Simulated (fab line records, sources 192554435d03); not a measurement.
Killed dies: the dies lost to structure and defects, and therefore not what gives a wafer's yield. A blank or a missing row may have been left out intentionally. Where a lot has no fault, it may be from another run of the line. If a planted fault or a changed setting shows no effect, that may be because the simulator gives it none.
Problem report, 8D (eight disciplines) form, completed by code + flow n5 finfet + the parts of the form that need people (team, actions taken, sign-off) are left out

1. THE ISSUE
oes product au at N5_FIN_SAQP_ETCH_65 reads a mean of 1.361 a.u. on 3 wafers of 3 lots; wafers without a fault read 0.995 a.u. with a standard deviation of 0.022. That puts it +17 standard deviations away from the usual mean.
The step: etches SiO2 in CF4, target depth 4 nm, time 4.4 s.
Seen first at day 3 13:26 on rie si-04, wafer L259.6. The record has a number at this step for 34 wafers belonging to 12 lots. Rule for "out" (also "out of limits"): further than 4 standard deviations from the usual mean. The other wafers with a number count as sound.

2. WHAT IT IS; WHAT IT IS NOT
| question                    | is                     | is not                                                                                                   |
|-----------------------------|------------------------|----------------------------------------------------------------------------------------------------------|
| which readings at this step | oes product au         | drypump motor current A, he backside leak sccm                                                           |
| which lots                  | L259, L264, L265       | L253, L255, L256, L258, L270, L271, L272, L273, L276                                                     |
| which wafers of those lots  | L259.6, L264.6, L265.1 | L259.2, L259.4, L264.3, L265.3                                                                           |
| read on which tools         | rie si-04              | rie si-03                                                                                                |
| when                        | from day 3 13:26       | up to then (14 sound wafers); but 17 sound wafers of L264, L265, L270, L271, L272, L273, L276 came after |

3. THE SUSPECTS, EACH WITH WHAT RULES IT OUT
Counting: any tool at a process step up to the reading remains a suspect provided it ran every lot that is out. Sound lots after the first of them don't rule it out here, since some wafers of a struck lot are sound.
- rie si-03 at N5_FIN_SAQP_MANDREL_ETCH_22 (etches a-Si in HBr/Cl2, stops on SiNx, target depth 60 nm, bt time 10 s, time 30 s): kept. It ran every lot that is out, first L259 (day 3 11:23); its last sound lot up to then is L258 (day 3 05:29).
- rie si-04 at N5_FIN_SAQP_ETCH_65 (etches SiO2 in CF4, target depth 4 nm, time 4.4 s): kept. It ran every lot that is out, first L259 (day 3 13:26); its last sound lot up to then is L258 (day 3 07:29). Its own readings are out on those wafers: oes product au.
What counting leaves: rie si-03 at N5_FIN_SAQP_MANDREL_ETCH_22 and rie si-04 at N5_FIN_SAQP_ETCH_65.

4. THE CAUSE (what the simulator had put in)
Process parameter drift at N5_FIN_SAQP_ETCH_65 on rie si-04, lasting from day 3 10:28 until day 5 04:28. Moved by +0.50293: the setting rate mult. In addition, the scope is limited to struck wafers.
2 suspects survive the count, and this tool is in that group.

5. THE EFFECT CHAIN, in route order
Each row: a reading whose mean over the struck wafers that have a number lies more than 3 standard deviations from the usual. Only readings whose record carries a usual standard deviation are examined. hours: median over the lots of the time between each lot's start at the first step of this table that gives one and its start at this step. sigmas: the change, counted in usual standard deviations.
| hours | step                | reading        | usual      | on struck wafers | change | sigmas |
|-------|---------------------|----------------|------------|------------------|--------|--------|
| 0     | N5_FIN_SAQP_ETCH_65 | oes product au | 0.995 a.u. | 1.361            | +0.366 | +17    |
It contains these process steps:
- N5_FIN_SAQP_ETCH_65: etches SiO2 in CF4, target depth 4 nm, time 4.4 s.

6. WHAT WOULD HAVE CAUGHT IT SOONER
In this record no reading fell out of limits until day 3 13:26, 3 hours after the fault had begun at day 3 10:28.
